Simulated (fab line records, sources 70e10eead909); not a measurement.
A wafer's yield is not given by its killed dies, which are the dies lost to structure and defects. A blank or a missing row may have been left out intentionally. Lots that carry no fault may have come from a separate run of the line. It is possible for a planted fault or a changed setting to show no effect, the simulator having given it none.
fab line records -- flow nand_harc -- part 2 of 2: steps 28 to 40 of 40
record lots=5, wafers=15, last_day=21
route steps=1159 shown A_ZERO_WELL@399 A_SOURCE_PLATE@413 A_ONON_D1@424
lots that met no fault: from a run of the same line without faults
start_h: hours from the record's first day to the start of the lot's first wafer shown -- wait_h: hours from the lot's prior step to this one -- " same as the row above -- L1.1+2: a single row standing in for several wafers -- - either no value or no given start -- * or withheld: withheld -- < > ~ a bound
route shown NAME@n: NAME is a module with steps in the file, n the number in the route of the first one -- usual: mean/standard deviation of fault-free wafers -- same: alike in all rows -- chamber/n: place in a boat -- sites: each site's reading -- _std_site: the standard deviation of these -- _edge_site: outer sites' mean less inner sites' -- radius_mm: how far each site lies from the wafer's centre -- mask NAME#n: copy n -- behind: the most recent tool/chamber to have shaped the wafer -- hold: cause of the lot's hold/its duration in hours/its outcome -- device: which transistor (n, p or np) failed to switch -- end of line: at the end of the route, the tests of the same wafers -- a step without rows: its recipe alone -- killed: at the first sort, the dies lost to defects and structure; wafer yield is something else -- map: shows each die of a wafer: x if killed, . if not, _ if none is there
set.NAME: the run value of the setting; set.NAME@STEP: its run value at that earlier step -- model.NAME: the simulator's own value behind a step, which no gauge read
lots at some steps of the route; a table a step, a row a wafer
services: a tool's chamber out of use, with start hour (start_h, from the record's first day; less than 0 if before it), hours out, and reason
## steps
# step NHARC_A_ONON_D1_THK_MEAS_08
# recipe thk_meas_gauge=ellipsometry
# usual thk_nm=999/10
lot.wafer,tool,chamber,start_h,wait_h,thk_nm
L075.2,film_metro-02,-,172.37,-,995
L075.3,film_metro-02,-,172.37,-,995
L075.6,film_metro-02,-,172.37,-,995
L078.1,film_metro-02,-,183.84,-,993
L078.2,film_metro-02,-,183.84,-,994
L078.5,film_metro-02,-,183.84,-,994
L080.1,film_metro-02,-,191.65,-,1013
L080.2,film_metro-02,-,191.65,-,1014
L080.6,film_metro-02,-,191.65,-,1011
L081.1,film_metro-02,-,191.66,-,995
L081.2,film_metro-02,-,191.66,-,995
L081.3,film_metro-02,-,191.66,-,995
L088.1,film_metro-01,-,242.03,-,1006
L088.3,film_metro-01,-,242.03,-,1007
L088.6,film_metro-01,-,242.03,-,1006
# step NHARC_A_ONON_D1_DEP_09
# recipe target_thk_a=10000, n2_flow_sccm=2750, n2o_flow_sccm=2000, nh3_flow_sccm=500, sih4_flow_sccm=210, temp_c=400
lot.wafer,tool,chamber,start_h,wait_h
L075.2+3+6,pecvd_onon-02,0,172.53,0.2
L078.1+2+5,pecvd_onon-03,0,183.90,0.1
L080.1+2+6,pecvd_onon-04,0,191.71,0.1
L081.1+2+3,pecvd_onon-02,0,191.85,0.2
L088.1+3+6,pecvd_onon-03,0,242.08,0.1
# step NHARC_A_ONON_D1_THK_MEAS_11
# recipe thk_meas_gauge=ellipsometry
# usual thk_nm=1002/14
lot.wafer,tool,chamber,start_h,wait_h,thk_nm
L075.2,film_metro-02,-,172.98,-,1011
L075.3,film_metro-02,-,172.98,-,1007
L075.6,film_metro-02,-,172.98,-,1008
L078.1,film_metro-01,-,184.40,-,1006
L078.2,film_metro-01,-,184.40,-,1008
L078.5,film_metro-01,-,184.40,-,1008
L080.1,film_metro-02,-,192.21,-,1005
L080.2,film_metro-02,-,192.21,-,1004
L080.6,film_metro-02,-,192.21,-,1002
L081.1,film_metro-02,-,192.36,-,996
L081.2,film_metro-02,-,192.36,-,993
L081.3,film_metro-02,-,192.36,-,996
L088.1,film_metro-01,-,242.59,-,1010
L088.3,film_metro-01,-,242.59,-,1012
L088.6,film_metro-01,-,242.59,-,1013
# step NHARC_A_ONON_D1_DEP_12
# recipe target_thk_a=10000, n2_flow_sccm=2750, n2o_flow_sccm=2000, nh3_flow_sccm=500, sih4_flow_sccm=210, temp_c=400
lot.wafer,tool,chamber,start_h,wait_h
L075.2+3+6,pecvd_onon-02,0,173.10,0.1
L078.1+2+5,pecvd_onon-02,0,184.46,0.1
L080.1+2+6,pecvd_onon-02,0,192.27,0.1
L081.1+2+3,pecvd_onon-03,0,192.42,0.1
L088.1+3+6,pecvd_onon-02,0,242.65,0.1
# step NHARC_A_ONON_D1_THK_MEAS_14
# recipe thk_meas_gauge=ellipsometry
# usual thk_nm=995/11
lot.wafer,tool,chamber,start_h,wait_h,thk_nm
L075.2,film_metro-02,-,173.55,-,1017
L075.3,film_metro-02,-,173.55,-,1012
L075.6,film_metro-02,-,173.55,-,1016
L078.1,film_metro-02,-,184.98,-,987
L078.2,film_metro-02,-,184.98,-,986
L078.5,film_metro-02,-,184.98,-,986
L080.1,film_metro-02,-,192.78,-,992
L080.2,film_metro-02,-,192.78,-,992
L080.6,film_metro-02,-,192.78,-,992
L081.1,film_metro-02,-,192.93,-,1026
L081.2,film_metro-02,-,192.93,-,1027
L081.3,film_metro-02,-,192.93,-,1026
L088.1,film_metro-01,-,243.16,-,1004
L088.3,film_metro-01,-,243.16,-,1004
L088.6,film_metro-01,-,243.16,-,1006
# step NHARC_A_ONON_D1_ANNEAL_15
# recipe temp_c=750, time_s=3600
# usual spike_tc_upper_C=750.3/1
lot.wafer,tool,chamber,start_h,wait_h,spike_tc_upper_C
L075.2,furnace-02,0,176.14,2.6,750.0
L075.3,furnace-02,0,176.14,2.6,749.5
L075.6,furnace-02,0,176.14,2.6,750.9
L078.1,furnace-02,0,187.61,2.6,750.0
L078.2,furnace-02,0,187.61,2.6,750.8
L078.5,furnace-02,0,187.61,2.6,752.2
L080.1,furnace-02,0,195.49,2.7,750.7
L080.2,furnace-02,0,195.49,2.7,750.4
L080.6,furnace-02,0,195.49,2.7,751.3
L081.1,furnace-02,0,195.49,2.6,750.8
L081.2,furnace-02,0,195.49,2.6,748.7
L081.3,furnace-02,0,195.49,2.6,748.2
L088.1,furnace-02,0,244.64,1.5,748.1
L088.3,furnace-02,0,244.64,1.5,751.5
L088.6,furnace-02,0,244.64,1.5,751.4
# step NHARC_A_ONON_D1_DEP_16
# recipe target_thk_a=10000, n2_flow_sccm=2750, n2o_flow_sccm=2000, nh3_flow_sccm=500, sih4_flow_sccm=210, temp_c=400
lot.wafer,tool,chamber,start_h,wait_h
L075.2+3+6,pecvd_onon-03,0,180.08,0.1
L078.1+2+5,pecvd_onon-03,0,191.51,0.1
L081.1+2+3,pecvd_onon-02,0,199.37,0.1
L080.1+2+6,pecvd_onon-04,0,199.37,0.1
L088.1+3+6,pecvd_onon-03,0,248.44,0.1
# step NHARC_A_ONON_D1_THK_MEAS_18
# recipe thk_meas_gauge=ellipsometry
# usual thk_nm=999/8.7
lot.wafer,tool,chamber,start_h,wait_h,thk_nm
L075.2,film_metro-01,-,180.53,-,1021
L075.3,film_metro-01,-,180.53,-,1019
L075.6,film_metro-01,-,180.53,-,1020
L078.1,film_metro-02,-,192.02,-,997
L078.2,film_metro-02,-,192.02,-,1000
L078.5,film_metro-02,-,192.02,-,997
L080.1,film_metro-02,-,199.88,-,1000
L080.2,film_metro-02,-,199.88,-,1000
L080.6,film_metro-02,-,199.88,-,1002
L081.1,film_metro-01,-,199.88,-,993
L081.2,film_metro-01,-,199.88,-,992
L081.3,film_metro-01,-,199.88,-,991
L088.1,film_metro-01,-,248.95,-,1013
L088.3,film_metro-01,-,248.95,-,1013
L088.6,film_metro-01,-,248.95,-,1016
# step NHARC_A_ONON_D1_DEP_19
# recipe target_thk_a=10000, n2_flow_sccm=2750, n2o_flow_sccm=2000, nh3_flow_sccm=500, sih4_flow_sccm=210, temp_c=400
lot.wafer,tool,chamber,start_h,wait_h
L075.2+3+6,pecvd_onon-03,0,180.64,0.1
L078.1+2+5,pecvd_onon-04,0,192.08,0.1
L080.1+2+6,pecvd_onon-03,0,199.94,0.1
L081.1+2+3,pecvd_onon-04,0,199.94,0.1
L088.1+3+6,pecvd_onon-02,0,249.13,0.2
# step NHARC_A_ONON_D1_THK_MEAS_21
# recipe thk_meas_gauge=ellipsometry
# usual thk_nm=1000/9.9
lot.wafer,tool,chamber,start_h,wait_h,thk_nm
L075.2,film_metro-01,-,181.09,-,1008
L075.3,film_metro-01,-,181.09,-,1007
L075.6,film_metro-01,-,181.09,-,1007
L078.1,film_metro-02,-,192.59,-,985
L078.2,film_metro-02,-,192.59,-,984
L078.5,film_metro-02,-,192.59,-,982
L080.1,film_metro-01,-,200.44,-,990
L080.2,film_metro-01,-,200.44,-,989
L080.6,film_metro-01,-,200.44,-,990
L081.1,film_metro-02,-,200.45,-,1000
L081.2,film_metro-02,-,200.45,-,999
L081.3,film_metro-02,-,200.45,-,1000
L088.1,film_metro-02,-,249.64,-,1007
L088.3,film_metro-02,-,249.64,-,1007
L088.6,film_metro-02,-,249.64,-,1008
# step NHARC_A_ONON_D1_DEP_22
# recipe target_thk_a=10000, n2_flow_sccm=2750, n2o_flow_sccm=2000, nh3_flow_sccm=500, sih4_flow_sccm=210, temp_c=400
lot.wafer,tool,chamber,start_h,wait_h
L075.2+3+6,pecvd_onon-03,0,181.21,0.1
L078.1+2+5,pecvd_onon-02,0,192.65,0.1
L080.1+2+6,pecvd_onon-02,0,200.50,0.1
L081.1+2+3,pecvd_onon-03,0,200.50,0.1
L088.1+3+6,pecvd_onon-03,0,249.70,0.1
# step NHARC_A_ONON_D1_THK_MEAS_24
# recipe thk_meas_gauge=ellipsometry
# usual thk_nm=998/9.5
lot.wafer,tool,chamber,start_h,wait_h,thk_nm
L075.2,film_metro-02,-,181.66,-,989
L075.3,film_metro-02,-,181.66,-,989
L075.6,film_metro-02,-,181.66,-,990
L078.1,film_metro-02,-,193.19,-,999
L078.2,film_metro-02,-,193.19,-,1000
L078.5,film_metro-02,-,193.19,-,1000
L080.1,film_metro-01,-,201.01,-,999
L080.2,film_metro-01,-,201.01,-,999
L080.6,film_metro-01,-,201.01,-,1000
L081.1,film_metro-02,-,201.01,-,992
L081.2,film_metro-02,-,201.01,-,993
L081.3,film_metro-02,-,201.01,-,993
L088.1,film_metro-02,-,250.21,-,1004
L088.3,film_metro-02,-,250.21,-,1002
L088.6,film_metro-02,-,250.21,-,1004
# step NHARC_A_ONON_D1_DEP_25
# recipe target_thk_a=10000, n2_flow_sccm=2750, n2o_flow_sccm=2000, nh3_flow_sccm=500, sih4_flow_sccm=210, temp_c=400
lot.wafer,tool,chamber,start_h,wait_h
L075.2+3+6,pecvd_onon-03,0,181.78,0.1
L078.1+2+5,pecvd_onon-04,0,193.24,0.1
L080.1+2+6,pecvd_onon-04,0,201.07,0.1
L081.1+2+3,pecvd_onon-02,0,201.07,0.1
L088.1+3+6,pecvd_onon-02,0,250.27,0.1
## services
tool,chamber,start_h,hours,kind
rie_diel-13,0,125.01,3.0,repair
wet_bench-06,-,129.60,8.0,pm
rie_diel-10,2,130.99,34.8,repair
rie_diel-13,3,133.70,11.5,repair
rie_diel-13,1,148.44,9.1,repair
pecvd_onon-03,-,153.00,13.0,pm
rie_si-03,-,155.00,9.0,pm
implanter-01,-,157.37,2.0,repair
wet_bench-04,-,163.20,8.0,pm
rie_diel-13,0,167.89,5.2,repair
rie_si-03,2,168.94,7.0,repair
rie_si-04,2,170.14,19.0,repair
rie_diel-10,-,176.50,9.0,pm
rie_diel-06,0,179.01,1.9,repair
wet_bench-05,-,196.80,8.0,pm
litho_track-03,-,213.00,7.0,pm
wet_bench-01,-,213.60,8.0,pm
wet_bench-05,-,227.55,6.6,repair
rie_diel-10,0,234.56,13.4,repair
litho_track-05,-,237.00,7.0,pm
pecvd_onon-04,-,237.67,13.0,pm
rie_diel-10,3,238.47,3.1,repair
rie_diel-06,-,241.20,9.0,pm
implanter-01,-,242.63,1.4,repair
